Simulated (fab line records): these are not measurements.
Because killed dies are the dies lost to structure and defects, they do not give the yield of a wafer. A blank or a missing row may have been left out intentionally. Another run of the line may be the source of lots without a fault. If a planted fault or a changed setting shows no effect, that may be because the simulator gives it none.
Which of the tools did it? ; flow nand harc ; 72 wafers from 24 lots sampled at 5 of the route's 1159 steps

WHAT EACH GAUGE READ, for each wafer
NHARC_A_SGD_CUT_INSPECT_25. Usual: raw defect count at 295, with a standard deviation of 85.
lot;measured;on;raw defect count;flag
L076;day 14 22:17;defect inspect-01;289 331 377;
L075;day 14 22:20;defect inspect-02;269 210 324;
L078;day 14 22:23;defect inspect-02;260 258 394;
L074;day 14 22:25;defect inspect-01;231 154 215;
L077;day 14 22:22;defect inspect-01;241 185 243;
L079;day 15 08:03;defect inspect-02;257 283 320;
L080;day 15 08:04;defect inspect-01;364 371 375;
L081;day 15 08:03;defect inspect-01;203 207 267;
L085;day 16 08:30;defect inspect-01;215 219 288;
L082;day 16 08:31;defect inspect-02;285 340 267;
L083;day 16 08:39;defect inspect-01;356 359 309;
L084;day 16 23:30;defect inspect-01;344 264 385;
L087;day 17 10:28;defect inspect-02;430 349 267;
L086;day 17 10:31;defect inspect-01;234 326 429;
L088;day 17 16:56;defect inspect-01;442 329 324;
L090;day 18 10:47;defect inspect-01;629 399 257;
L089;day 18 10:44;defect inspect-02;261 248 189;
L092;day 18 22:52;defect inspect-01;241 160 180;
L091;day 18 23:07;defect inspect-02;341 288 320;
L093;day 18 22:52;defect inspect-02;281 293 409;
L095;day 19 02:38;defect inspect-02;262 257 255;
L096;day 19 05:20;defect inspect-02;199 273 220;
L094;day 19 02:37;defect inspect-01;224 287 342;
L097;day 20 03:12;defect inspect-01;242 313 215;

NHARC_A_SLIT_CD_MEAS_09: the cd target is 300 nm. Usual: cd nm at 299.8 nm, with a standard deviation of 0.52.
lot;measured;on;cd nm (nm);flag
L076;day 15 02:02;cd sem-01;300.0 300.4 299.9;
L075;day 15 01:31;cd sem-01;299.9 299.9 299.7;
L078;day 15 03:57;cd sem-01;300.0 300.7 300.1;
L074;day 15 04:24;cd sem-01;299.4 299.1 298.5;
L077;day 15 03:36;cd sem-01;299.6 299.4 300.0;
L079;day 15 12:55;cd sem-02;299.7 300.7 299.9;
L080;day 15 13:07;cd sem-01;300.9 299.9 299.4;
L081;day 15 11:09;cd sem-02;299.6 299.4 299.7;
L085;day 16 12:44;cd sem-02;300.2 299.2 299.3;
L082;day 16 11:36;cd sem-03;299.2 299.7 299.3;
L083;day 16 13:01;cd sem-02;299.7 299.6 300.5;
L084;day 17 02:52;cd sem-01;300.2 299.9 300.0;
L087;day 17 13:50;cd sem-03;299.7 299.8 299.3;
L086;day 17 15:27;cd sem-02;299.8 300.0 300.0;
L088;day 17 20:21;cd sem-03;299.8 300.2 300.2;
L090;day 18 13:56;cd sem-02;300.4 299.8 299.7;
L089;day 18 13:46;cd sem-03;299.5 299.4 299.5;
L092;day 19 01:58;cd sem-01;299.4 299.7 299.4;
L091;day 19 04:05;cd sem-03;299.7 299.3 299.8;
L093;day 19 03:01;cd sem-01;300.5 301.2 299.5;
L095;day 19 09:06;cd sem-03;299.7 300.9 300.7;
L096;day 19 12:44;cd sem-01;299.5 299.2 300.4;
L094;day 19 08:44;cd sem-03;298.4 299.0 298.8;
L097;day 20 06:54;cd sem-01;299.8 299.6 299.9;

WHAT TOOL EACH LOT RAN ON (gives the tool, then ch and the chambers of the sampled wafers, and finally the start)
lot;NHARC_A_STAIRCASE_STRIP_476;NHARC_A_STAIRCASE_ETCH_444;NHARC_A_SGD_CUT_DEP_00
L076;rie diel-10 ch 0,1,2, day 12 13:10;rie diel-06 ch 1,2,3, day 14 11:50;pecvd-02 ch 0,1,2, day 14 16:55
L075;rie diel-05 ch 1,2,3, day 12 17:13;rie diel-06 ch 0,3, day 14 10:09;pecvd-01 ch 0,2, day 14 15:12
L078;rie diel-05 ch 1,3, day 13 00:20;rie diel-10 ch 0,2,3, day 14 11:46;pecvd-03 ch 1,2, day 14 16:44
L074;rie diel-10 ch 0,1,2, day 13 01:38;rie diel-05 ch 0,1,2, day 14 09:55;pecvd-03 ch 0,1,2, day 14 14:45
L077;rie diel-05 ch 0,1,2, day 13 03:05;rie diel-05 ch 0,1, day 14 11:31;pecvd-01 ch 0,1,2, day 14 16:26
L079;rie diel-10 ch 1,2,3, day 13 06:06;rie diel-10 ch 2,3, day 14 19:58;pecvd-01 ch 0,2, day 15 01:08
L080;rie diel-05 ch 1,2, day 13 07:48;rie diel-06 ch 0,2,3, day 14 20:52;pecvd-03 ch 0,1,2, day 15 01:31
L081;rie diel-05 ch 0,2,3, day 13 10:43;rie diel-05 ch 0,2,3, day 14 19:50;pecvd-01 ch 0,1,2, day 15 00:58
L085;rie diel-05 ch 0,1,3, day 14 05:59;rie diel-05 ch 0,1,3, day 15 20:31;pecvd-03 ch 1,2, day 16 01:46
L082;rie diel-05 ch 2,3, day 14 08:11;rie diel-06 ch 0,1,3, day 15 20:00;pecvd-02 ch 0,1,2, day 16 00:53
L083;rie diel-06 ch 1,2, day 14 09:35;rie diel-06 ch 1,3, day 15 20:57;pecvd-02 ch 1,2, day 16 02:08
L084;rie diel-10 ch 1,3, day 14 12:49;rie diel-06 ch 0,1, day 16 08:19;pecvd-02 ch 0,1,2, day 16 13:35
L087;rie diel-10 ch 2,3, day 15 02:14;rie diel-05 ch 1,2,3, day 16 18:02;pecvd-03 ch 0,1,2, day 17 00:03
L086;rie diel-10 ch 1,2,3, day 15 02:48;rie diel-10 ch 1,2,3, day 16 17:52;pecvd-01 ch 0,1, day 16 23:49
L088;rie diel-06 ch 1,2, day 15 10:26;rie diel-05 ch 0,2,3, day 17 05:15;pecvd-01 ch 0,1, day 17 09:51
L090;rie diel-06 ch 1,2,3, day 15 19:20;rie diel-05 ch 1,2,3, day 17 16:59;pecvd-01 ch 0,1,2, day 17 21:29
L089;rie diel-06 ch 1,3, day 15 22:28;rie diel-06 ch 0,1, day 17 16:33;pecvd-01 ch 0,1,2, day 17 21:42
L092;rie diel-05 ch 0,2,3, day 16 17:40;rie diel-05 ch 0,3, day 18 09:05;pecvd-03 ch 0,2, day 18 14:02
L091;rie diel-10 ch 0,1,2, day 16 21:59;rie diel-06 ch 0,1,2, day 18 10:02;pecvd-03 ch 0,1,2, day 18 14:26
L093;rie diel-10 ch 0,2, day 16 22:28;rie diel-10 ch 0,1, day 18 09:22;pecvd-02 ch 0,2, day 18 14:35
L095;rie diel-06 ch 0,1,3, day 17 01:48;rie diel-05 ch 0,1,2, day 18 14:10;pecvd-02 ch 1,2, day 18 19:24
L096;rie diel-10 ch 0,1,3, day 17 05:46;rie diel-10 ch 0,3, day 18 17:16;pecvd-02 ch 0,1,2, day 18 22:19
L094;rie diel-10 ch 0,1,2, day 17 06:27;rie diel-10 ch 0,1,3, day 18 13:55;pecvd-03 ch 0,1,2, day 18 20:01
L097;rie diel-10 ch 1,3, day 18 06:49;rie diel-05 ch 0,1,3, day 19 15:14;pecvd-02 ch 0,1,2, day 19 19:55
- NHARC_A_STAIRCASE_STRIP_476: strips in O2, time 20 s.
- NHARC_A_STAIRCASE_ETCH_444: etches the open film in C4F8/O2, target depth 10200 nm, time 3400 s.
- NHARC_A_SGD_CUT_DEP_00: deposits SiNx, target thk 50 nm.

WHAT THE TOOLS THEMSELVES READ (means of the sampled wafers that have a number; where no wafer has one, the mark that the record gives instead)
NHARC_A_STAIRCASE_STRIP_476. Usual: drypump motor current A 5.9 A, standard deviation 0.54; oes product au 1.000 a.u., standard deviation 0.011; rf vpp V 57.6 V, standard deviation 0.77; showerhead plenum p Torr 3.50 Torr, standard deviation 0.11; throttle valve pct 17.036 %, standard deviation 0.0089.
lot;tool;drypump motor current A (A);oes product au (a.u.);rf vpp V (V);showerhead plenum p Torr (Torr);throttle valve pct (%);flag
L076;rie diel-10;6.2;1.012;58.2;3.55;17.036;
L075;rie diel-05;5.9;0.995;57.3;3.48;17.031;
L078;rie diel-05;5.6;0.993;57.5;3.39;17.042;
L074;rie diel-10;6.1;1.001;57.8;3.55;17.038;
L077;rie diel-05;6.0;1.000;57.8;3.50;17.039;
L079;rie diel-10;6.1;1.004;57.8;3.47;17.037;
L080;rie diel-05;5.8;1.006;57.6;3.47;17.037;
L081;rie diel-05;6.1;0.983;57.4;3.51;17.040;
L085;rie diel-05;5.6;0.995;57.8;3.40;17.042;
L082;rie diel-05;6.0;0.994;57.3;3.48;17.039;
L083;rie diel-06;5.6;0.999;58.2;3.48;17.042;
L084;rie diel-10;6.2;1.002;57.8;3.41;17.031;
L087;rie diel-10;5.6;1.003;57.6;3.45;17.040;
L086;rie diel-10;6.0;1.010;57.3;3.46;17.035;
L088;rie diel-06;5.5;0.994;57.3;3.45;17.037;
L090;rie diel-06;5.8;0.999;57.7;3.50;17.043;
L089;rie diel-06;5.9;1.002;58.0;3.53;17.037;
L092;rie diel-05;6.1;0.988;57.6;3.49;17.039;
L091;rie diel-10;6.2;1.012;57.2;3.54;17.044;
L093;rie diel-10;6.0;1.007;57.7;3.59;17.033;
L095;rie diel-06;6.0;1.002;57.8;3.55;17.033;
L096;rie diel-10;5.8;1.009;57.5;3.47;17.037;
L094;rie diel-10;6.1;1.013;57.1;3.53;17.037;
L097;rie diel-10;6.2;1.000;57.5;3.40;17.031;

NHARC_A_STAIRCASE_ETCH_444. Usual: oes product au 0.929 a.u., standard deviation 0.014; rf fwd power W 600.1 W, standard deviation 1.7; rf vpp V 805 V, standard deviation 3.4.
lot;tool;oes product au (a.u.);rf fwd power W (W);rf vpp V (V);flag
L076;rie diel-06;0.925;598.5;807;
L075;rie diel-06;0.925;600.2;809;
L078;rie diel-10;0.928;600.5;807;
L074;rie diel-05;0.921;600.7;806;
L077;rie diel-05;0.926;599.7;803;
L079;rie diel-10;0.937;598.9;806;
L080;rie diel-06;0.925;601.0;807;
L081;rie diel-05;0.917;599.1;806;
L085;rie diel-05;0.914;600.7;803;
L082;rie diel-06;0.930;600.4;808;
L083;rie diel-06;0.928;601.6;807;
L084;rie diel-06;0.932;598.3;806;
L087;rie diel-05;0.953;599.5;804;
L086;rie diel-10;0.943;603.2;804;
L088;rie diel-05;0.962;599.1;805;
L090;rie diel-05;0.939;600.2;804;
L089;rie diel-06;0.925;601.5;807;
L092;rie diel-05;0.916;599.8;803;
L091;rie diel-06;0.930;601.4;806;
L093;rie diel-10;0.927;600.1;805;
L095;rie diel-05;0.924;598.0;806;
L096;rie diel-10;0.936;599.2;806;
L094;rie diel-10;0.931;600.1;804;
L097;rie diel-05;0.922;600.4;802;

NHARC_A_SGD_CUT_DEP_00. Usual: heater power outer w 423 W, standard deviation 68; heater power w 722 W, standard deviation 70; rf fwd power W 448.4 W, standard deviation 1.4.
lot;tool;heater power outer w (W);heater power w (W);rf fwd power W (W);flag
L076;pecvd-02;453;743;447.7;
L075;pecvd-01;508;777;448.6;
L078;pecvd-03;367;694;449.2;
L074;pecvd-03;366;695;447.1;
L077;pecvd-01;460;743;447.8;
L079;pecvd-01;463;728;447.6;
L080;pecvd-03;352;663;449.2;
L081;pecvd-01;492;782;448.7;
L085;pecvd-03;340;653;448.3;
L082;pecvd-02;449;730;448.7;
L083;pecvd-02;419;725;448.2;
L084;pecvd-02;449;761;450.2;
L087;pecvd-03;376;700;447.5;
L086;pecvd-01;445;753;447.1;
L088;pecvd-01;405;686;448.8;
L090;pecvd-01;470;754;448.0;
L089;pecvd-01;459;749;447.3;
L092;pecvd-03;381;719;448.6;
L091;pecvd-03;375;699;448.9;
L093;pecvd-02;399;695;449.3;
L095;pecvd-02;413;695;449.8;
L096;pecvd-02;433;711;449.6;
L094;pecvd-03;374;708;449.4;
L097;pecvd-02;451;746;447.4;

THE ANSWER, worked out from the rows above alone
Rule: a lot counts as off when the mean over its wafers that have a number is more than 3 standard deviations away from the usual mean. Also off: a lot with no number at a reading for which 4 or more lots have one. Any other lot the step has rows for is counted as sound. After the gauges, taken in route order, come the tools' own readings; for these a lot's mean is taken, as printed above. At the first step where some lot is off, the reading lying furthest off is the one used; lots without a number count as furthest.
No lot is off at any reading shown: from this, nothing can be told.

WHAT THE SIMULATOR PUT IN
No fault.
